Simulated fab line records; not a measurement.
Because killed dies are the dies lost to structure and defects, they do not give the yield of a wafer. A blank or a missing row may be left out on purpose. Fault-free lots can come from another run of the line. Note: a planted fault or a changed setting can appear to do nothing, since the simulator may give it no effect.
Split-lot experiment    flow n5Finfet    on a route of 1938 steps: 7 lots, 21 wafers read

## THE SPLIT
At N5_BEOL_M13_ETCH_68 (etches SOC in N2/H2, time 355 s), the setting timeS was moved away from the recipe's 355 s on 5 of the 21 wafers read, by -17.4% to +7.6%. This setting was run at the recipe's value on the other wafers.

Reading taken at the split's own step.

## THE READING
SiARC_of_BEOL_M13_COAT_66.thkNm (the simulator's own value, which no gauge read), in nm, at N5_BEOL_M13_ETCH_68 (etches SOC in N2/H2, time 355 s). No usual value for it is given in the file. Here, 16 wafers ran the recipe; their average is 77.6 nm with a standard deviation of 0.54 nm.

wafer   tool, chamber at the split  timeS as run, s  against the recipe  SiARC_of_BEOL_M13_COAT_66.thkNm, nm  against lot-mates on the recipe
L076.3  rieDiel-01, 2               355              recipe              78.4                                 -
L076.4  rieDiel-01, 1               355              recipe              77.8                                 -
L076.6  rieDiel-01, 0               298.7            -15.9%              82.4                                 +4.3
L078.2  rieDiel-05, 0,3             355              recipe              77.6                                 -
L078.3  rieDiel-05, 0,3             355              recipe              77.6                                 -
L078.5  rieDiel-05, 3               355              recipe              78.4                                 -
L082.1  rieDiel-04, 1               355              recipe              77.6                                 -
L082.4  rieDiel-04, 2               355              recipe              77.4                                 -
L082.5  rieDiel-04, 0               355              recipe              76.6                                 -
L081.1  rieDiel-01, 3               355              recipe              77.4                                 -
L081.5  rieDiel-01, 3               355              recipe              78                                   -
L081.6  rieDiel-01, 1               355              recipe              77.2                                 -
L083.1  rieDiel-01, 0               293.3            -17.4%              82.4                                 +5.2
L083.4  rieDiel-01, 1               355              recipe              77.2                                 -
L083.6  rieDiel-01, 3               293.3            -17.4%              82.8                                 +5.6
L088.1  rieDiel-01, 1               355              recipe              77.4                                 -
L088.2  rieDiel-01, 0               355              recipe              76.4                                 -
L088.6  rieDiel-01, 3               382              +7.6%               74.4                                 -2.5
L093.1  rieDiel-04, 2,1             355              recipe              78                                   -
L093.5  rieDiel-04, 2,1             355              recipe              78                                   -
L093.4  rieDiel-04, 3               310.9            -12.4%              81.6                                 +3.6
If several chambers appear in one row, that row covers several wafers at once and the file leaves open which wafer was in which chamber.

THE FIT
A straight line over all 21 wafers: SiARC_of_BEOL_M13_COAT_66.thkNm changes by -0.309 nm for each +1% of timeS; r = -0.97; the points scatter about the line by 0.54 nm.
The same after taking each lot's own level away (the mean of its wafers on the recipe; 21 wafers): -0.3 nm for each +1%; r = -0.99; scatter 0.36 nm.
That fit puts the effect of the largest move of timeS on the reading at 5.2 nm.
The lots' own levels span 76.90 to 78.10 nm, that is 2.2 times the standard deviation above.
Consequently the slope shifts little with the lot-to-lot level, the two slopes agreeing.
Check: for one of the wafers moved furthest among these (-17.4%), held out of the fit, the line's prediction against its lot-mates is +5.2 nm. Against them it came out at +5.2 nm.

## OTHER SPLITS APPLIED TO THESE WAFERS
Before the reading, these wafers also passed through other splits. Each is held against what the fit with the lots' levels taken away leaves over:
other split on the same wafers      wafers away from the commonest value  r with SiARC_of_BEOL_M13_COAT_66.thkNm (lot level and that fit taken away)
N5_BEOL_M11_TRENCH_ETCH_37 sourceW  5                                     -0.10

## FILE'S OWN FIT
SiARC_of_BEOL_M13_COAT_66.thkNm changes by -0.295 nm for each +1% of timeS, r = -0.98.
